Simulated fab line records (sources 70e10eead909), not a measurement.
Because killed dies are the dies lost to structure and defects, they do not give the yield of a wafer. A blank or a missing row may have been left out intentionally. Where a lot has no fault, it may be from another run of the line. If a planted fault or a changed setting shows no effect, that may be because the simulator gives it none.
The tool behind it: which one?	flow nand_harc	6 lots, 18 wafers sampled, at 4 steps of a route of 1302

== WHAT THE GAUGES SHOWED, per wafer ==
NHARC_END_SORT_01.
lot	measured	on	sort_bin_4_pct (%)
L448	day 26 02:10	prober-01	7.2 5.2 5.9
L459	day 29 17:29	prober-02	2.7 3.5 4.0
L465	day 32 17:50	prober-01	6.9 6.4 5.8

== EACH LOT AND THE TOOL THAT RAN IT (in order: tool; ch and the chambers of the sampled wafers; start) ==
lot	NHARC_A_BLC_STRIP_21	NHARC_A_BLC_CVD_24	NHARC_A_M0_SOFTBAKE_04
L448	rie_diel-13 ch 1,2,3, day 24 01:59	cvd_w-02 ch 0,1, day 24 03:51 or earlier	litho_track-01 ch 0, day 24 04:00
L454	rie_diel-06 ch 0,1,2, day 26 01:09	cvd_w-01 ch 0,1, day 26 02:56 or earlier	litho_track-04 ch 0, day 26 03:00
L459	rie_diel-06 ch 0,2,3, day 27 22:59	cvd_w-02 ch 0,1, day 28 00:47 or earlier	litho_track-01 ch 0, day 28 01:00
L462	rie_diel-02 ch 0,1,3, day 30 01:12	cvd_w-01 ch 0,1, day 30 02:59 or earlier	litho_track-01 ch 0, day 30 03:00
L465	rie_diel-13 ch 2,3, day 30 19:36	cvd_w-01 ch 0,1, day 30 21:23 or earlier	litho_track-04 ch 0, day 30 21:00
L469	rie_diel-06 ch 0,1, day 32 08:48	cvd_w-02 ch 0,1, day 32 10:36 or earlier	litho_track-06 ch 0, day 32 11:00
- NHARC_A_BLC_STRIP_21: strips in O2.
- NHARC_A_BLC_CVD_24: deposits W, target thk 150 nm, time 434 s.
- NHARC_A_M0_SOFTBAKE_04: time 55 s.

== THE ANSWER, worked out from the rows above alone ==
Rule: usual is defined by the lots themselves. Put in order of their means at a reading, lots are off if they are a third of the lots or fewer, leave a main group of 4 or more, and stand apart from it by a gap of 3 or more times the standard deviation of the main group's means; of several such gaps the widest counts. Not used: any main group whose means are identical at the precision the tables above print for the reading. Also off: a lot with no number at a reading for which 4 or more lots have one. Any other lot the step has rows for is counted as sound.
No lot is off at any reading shown: from this, nothing can be told.

== WHAT HAD BEEN PUT IN BY THE SIMULATOR ==
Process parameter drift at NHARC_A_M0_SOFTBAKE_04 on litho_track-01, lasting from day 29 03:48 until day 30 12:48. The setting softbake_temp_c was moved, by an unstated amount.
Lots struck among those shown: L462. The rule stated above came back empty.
